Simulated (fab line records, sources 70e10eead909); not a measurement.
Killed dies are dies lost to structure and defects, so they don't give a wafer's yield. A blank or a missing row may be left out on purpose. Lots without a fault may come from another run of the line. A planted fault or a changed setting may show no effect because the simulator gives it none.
One fault seen from 2 desks | flow nand_harc | each desk has only its own numbers; what lay behind them comes last

THE METROLOGY DESK
What the gauges read, lot by lot, whatever tool the lot ran on: means of the sampled wafers that have a number. A lot is out of limits, marked OUT, if its mean lies more than 4 standard deviations from the usual mean; the brackets give that distance.
Columns: A = thk_nm at NHARC_A_ONON_D2_THK_MEAS_34, usual 199.5 nm; B = overlay_x_nm at NHARC_A_CHANNEL_HOLE_D2_OVL_MEAS_11, usual 0.1 nm; C = overlay_y_nm at NHARC_A_CHANNEL_HOLE_D2_OVL_MEAS_11, usual 0.0 nm
lot  | first seen here | A     | B    | C
L954 | day 13 03:44    | 200.4 | 0.4  | -0.1
L955 | day 13 03:45    | 196.0 | 0.3  | -2.0
L959 | day 15 17:44    | 198.8 | -1.0 | 0.9
L962 | day 16 12:56    | 199.1 | 0.8  | -2.1
L963 | day 16 19:38    | 202.0 | 1.1  | -0.6
L966 | day 18 01:11    | 199.3 | -0.7 | 0.4
L969 | day 19 04:11    | 199.9 | 0.1  | 1.8
L971 | day 19 21:58    | 207.9 | -0.1 | 2.7
L972 | day 20 17:59    | 206.0 | -0.2 | 0.7
L975 | day 21 23:55    | 198.8 | 0.8  | 0.3
L976 | day 22 00:11    | 198.5 | 1.0  | 0.2
L977 | day 22 07:33    | 199.4 | 1.2  | -1.5
This desk's finding: nothing out of limits on any of the 12 lots.

THE TOOL OWNER'S DESK: pecvd-01
The tool's own readings at NHARC_A_ONON_D2_DEP_33 (deposits SiO2, target thk 200 nm): means of the sampled wafers that have a number, for each lot that ran on this tool. A lot is out of limits, marked OUT, if its mean lies more than 4 standard deviations from the usual mean; the brackets give that distance.
Columns: A = heater_power_w at NHARC_A_ONON_D2_DEP_33, usual 551 W; B = rf_fwd_power_W at NHARC_A_ONON_D2_DEP_33, usual 898.1 W; C = throttle_valve_pct at NHARC_A_ONON_D2_DEP_33, usual 15.9 %
lot  | first seen here | A   | B                | C
L962 | day 16 12:31    | 532 | 896.8            | 15.8
L969 | day 19 03:46    | 626 | 896.0            | 15.1
L971 | day 19 21:33    | 597 | 1003.2 (+35) OUT | 15.3
L972 | day 20 17:37    | 580 | 1006.5 (+36) OUT | 15.4
This desk's finding: out of limits on L971, L972; first on L971, day 19 21:33 (rf_fwd_power_W at NHARC_A_ONON_D2_DEP_33). In limits: L962, L969.

PUT TOGETHER
The tool owner's desk could have raised an alarm at day 19 21:33, on L971, L972.
The metrology desk saw nothing out of limits.
The metrology desk has L971, L972 on record, within its limits.
Of the lots named, all ran NHARC_A_ONON_D2_DEP_33 on pecvd-01.

WHAT THE SIMULATOR HAD PUT IN
Process parameter drift: pecvd-01, from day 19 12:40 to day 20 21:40, at NHARC_A_ONON_D2_DEP_33. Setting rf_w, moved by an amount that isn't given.
Lots struck among those shown: L971, L972.
Hours from the fault's start to each desk's first reading out of limits: the tool owner's desk, 9.
